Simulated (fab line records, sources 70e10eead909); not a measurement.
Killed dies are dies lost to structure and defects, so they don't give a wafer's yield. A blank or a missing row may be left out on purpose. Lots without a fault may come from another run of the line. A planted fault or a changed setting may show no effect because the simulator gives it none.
Tool commonality check | flow nand_harc | 12 lots, 36 wafers sampled

WHY IT WAS OPENED
At NHARC_END_SORT_01 the reading killed_at_periphery is flagged on 1 of 12 lots. Wafers without a fault read 4.2, standard deviation 2.9.
Rule: a lot is flagged when every wafer of it that has a number lies more than 4 standard deviations from that mean, or none has a number. The other lots count as sound.

lot  | measured     | on        | killed_at_periphery, wafer by wafer | flag
L995 | day 25 02:41 | prober-02 | 3 0 2                               |
L993 | day 25 02:41 | prober-01 | 3 1 4                               |
L994 | day 25 09:38 | prober-02 | 5 3 4                               |
L992 | day 25 11:20 | prober-01 | 4 4 5                               |
L996 | day 25 17:22 | prober-02 | 9 9 8                               |
L998 | day 26 00:31 | prober-01 | 648 651 644                         | FLAGGED
L102 | day 28 00:59 | prober-02 | 7 9 12                              |
L108 | day 31 08:24 | prober-02 | 1 0 4                               |
L110 | day 31 09:58 | prober-01 | 8 6 2                               |
L111 | day 31 20:23 | prober-01 | 0 1 3                               |
L114 | day 34 11:05 | prober-02 | 7 4 6                               |
L113 | day 34 12:41 | prober-01 | 7 9 10                              |
The numbers of the flagged lots are 647.7 on average: +643.5 against the usual, or +99 or more standard deviations.

WHICH TOOL RAN EACH LOT
The record holds 2 process steps before the reading, out of a route of 1302 steps. In each cell: the tool, then ch and the chambers that the sampled wafers went through, then the start.
lot  | flag    | NHARC_P_ZERO_WELL_EXPOSE_34       | NHARC_P_STI_ETCH_31
L995 |         | krf_scanner-02 ch 0, day 3 05:58  | rie_diel-06 ch 0,1, day 5 12:39 or earlier
L993 |         | krf_scanner-03 ch 0, day 2 12:41  | rie_diel-06 ch 1,2,3, day 5 01:14 or earlier
L994 |         | krf_scanner-03 ch 0, day 2 19:51  | rie_diel-06 ch 1,2, day 5 01:23 or earlier
L992 |         | krf_scanner-04 ch 0, day 2 00:00  | rie_diel-06 ch 1,3, day 4 15:17 or earlier
L996 |         | krf_scanner-03 ch 0, day 3 16:04  | rie_diel-03 ch 0,1,2, day 6 01:15 or earlier
L998 | FLAGGED | krf_scanner-03 ch 0, day 4 12:15  | no row
L102 |         | krf_scanner-04 ch 0, day 6 03:49  | rie_diel-03 ch 2,3, day 8 06:36 or earlier
L108 |         | krf_scanner-03 ch 0, day 8 16:08  | rie_diel-06 ch 1,2,3, day 10 22:46 or earlier
L110 |         | krf_scanner-02 ch 0, day 9 11:54  | rie_diel-06 ch 1,3, day 11 19:09 or earlier
L111 |         | krf_scanner-03 ch 0, day 9 22:00  | rie_diel-10 ch 1,2,3, day 12 04:44 or earlier
L114 |         | krf_scanner-03 ch 0, day 11 03:52 | rie_diel-03 ch 1,3, day 13 08:59 or earlier
L113 |         | krf_scanner-03 ch 0, day 10 17:57 | rie_diel-03 ch 0,1, day 13 04:52 or earlier
What these steps do:
- NHARC_P_ZERO_WELL_EXPOSE_34: exposes mask P PWELL, target cd 720 nm.
- NHARC_P_STI_ETCH_31: etches the open film in CF4/CHF3, target depth 108.9 nm, time 54.5 s.
- NHARC_END_SORT_01

FLAGGED OVER TOTAL, TOOL BY TOOL (the gauges that took the reading come last)
step                        | tool           | lots run | flagged | share of the flagged lots | sound lots run after its first flagged lot
NHARC_P_ZERO_WELL_EXPOSE_34 | krf_scanner-02 | 2        | 0       | none                      | -
NHARC_P_ZERO_WELL_EXPOSE_34 | krf_scanner-03 | 8        | 1       | all                       | 4 (L108,L111,L113,L114)
NHARC_P_ZERO_WELL_EXPOSE_34 | krf_scanner-04 | 2        | 0       | none                      | -
NHARC_P_STI_ETCH_31         | rie_diel-03    | 4        | 0       | none                      | -
NHARC_P_STI_ETCH_31         | rie_diel-06    | 6        | 0       | none                      | -
NHARC_P_STI_ETCH_31         | rie_diel-10    | 1        | 0       | none                      | -
NHARC_END_SORT_01           | prober-01      | 6        | 1       | all                       | 3 (L110,L111,L113)
NHARC_END_SORT_01           | prober-02      | 6        | 0       | none                      | -
NHARC_P_STI_ETCH_31 gives no start for some lots, so the hours and the order of its lots are those of NHARC_P_GATE_CD_MEAS_11.

WHAT THE TABLE ALLOWS
2 rows of the table ran every flagged lot: krf_scanner-03 at NHARC_P_ZERO_WELL_EXPOSE_34, prober-01 at NHARC_END_SORT_01.
- krf_scanner-03 at NHARC_P_ZERO_WELL_EXPOSE_34: 1 of its 8 lots flagged. Sound lots ran on it after the first flagged one (L108, L111, L113, L114), which a lasting fault on the whole tool wouldn't allow.
- prober-01 at NHARC_END_SORT_01: 1 of its 6 lots flagged. Sound lots ran on it after the first flagged one (L110, L111, L113), which a lasting fault on the whole tool wouldn't allow.
No row of the table ran every flagged lot and no sound lot after the first.

WHAT THE SIMULATOR HAD PUT IN
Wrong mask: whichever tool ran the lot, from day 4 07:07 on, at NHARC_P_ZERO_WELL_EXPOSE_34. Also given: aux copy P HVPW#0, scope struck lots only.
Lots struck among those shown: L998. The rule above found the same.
